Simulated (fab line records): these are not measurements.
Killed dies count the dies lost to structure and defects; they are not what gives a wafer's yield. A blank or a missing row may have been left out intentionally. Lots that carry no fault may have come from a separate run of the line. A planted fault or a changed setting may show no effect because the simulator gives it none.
Matching of chambers || flow nand harc || 4 sister chambers for NHARC_P_BONDPAD_CMP_32 on cmp-03
The step polishes SiCN, target thk 200 nm. 8 wafers are shown with their chamber, then 9 later ones without.

WAFERS, EACH WITH ITS CHAMBER
{"wafer": "L080.6", "chamber": 1, "motor current A (A)": 10.8}
{"wafer": "L083.1", "chamber": 2, "motor current A (A)": 12.6}
{"wafer": "L083.3", "chamber": 0, "motor current A (A)": 13.7}
{"wafer": "L084.1", "chamber": 1, "motor current A (A)": 11.0}
{"wafer": "L084.3", "chamber": 2, "motor current A (A)": 13.2}
{"wafer": "L085.3", "chamber": 3, "motor current A (A)": 9.6}
{"wafer": "L085.5", "chamber": 0, "motor current A (A)": 13.7}
{"wafer": "L085.6", "chamber": 3, "motor current A (A)": 9.8}

WAFERS MISSING THEIR CHAMBER
{"wafer": "L086.2", "motor current A (A)": 10.1}
{"wafer": "L086.5", "motor current A (A)": 12.4}
{"wafer": "L086.6", "motor current A (A)": 10.3}
{"wafer": "L090.1", "motor current A (A)": 13.4}
{"wafer": "L090.2", "motor current A (A)": 10.0}
{"wafer": "L090.4", "motor current A (A)": 11.0}
{"wafer": "L092.1", "motor current A (A)": 10.0}
{"wafer": "L092.3", "motor current A (A)": 9.3}
{"wafer": "L092.6", "motor current A (A)": 13.4}

WHICH CHAMBER EACH ONE RAN IN
{"wafer": "L086.2", "from the rows above": "can't be placed: 3 or 1", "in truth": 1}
{"wafer": "L086.5", "from the rows above": 2, "in truth": 2}
{"wafer": "L086.6", "from the rows above": "can't be placed: 1 or 3", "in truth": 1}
{"wafer": "L090.1", "from the rows above": "can't be placed: 0 or 2", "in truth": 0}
{"wafer": "L090.2", "from the rows above": 3, "in truth": 3}
{"wafer": "L090.4", "from the rows above": 1, "in truth": 1}
{"wafer": "L092.1", "from the rows above": 3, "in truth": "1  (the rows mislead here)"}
{"wafer": "L092.3", "from the rows above": 3, "in truth": 3}
{"wafer": "L092.6", "from the rows above": "can't be placed: 0 or 2", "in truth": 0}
Correctly placed: 4 of 9. Unplaceable from these rows: 4, with the true chamber sitting among the candidates in 4. Placed wrongly: 1.
How it was worked out, from the rows above alone: a wafer's distance from a chamber is the root of the sum, over the readings, of the square of ((its reading less the chamber's mean) divided by the reading's scatter). The wafer belongs to the nearest chamber; if the next one is less than 2 further off, it can't be placed. A chamber's mean is the mean of its shown wafers. The scatter: the root of (the sum of the squares of (reading less its chamber's mean) over the shown wafers, divided by (wafers less chambers)).
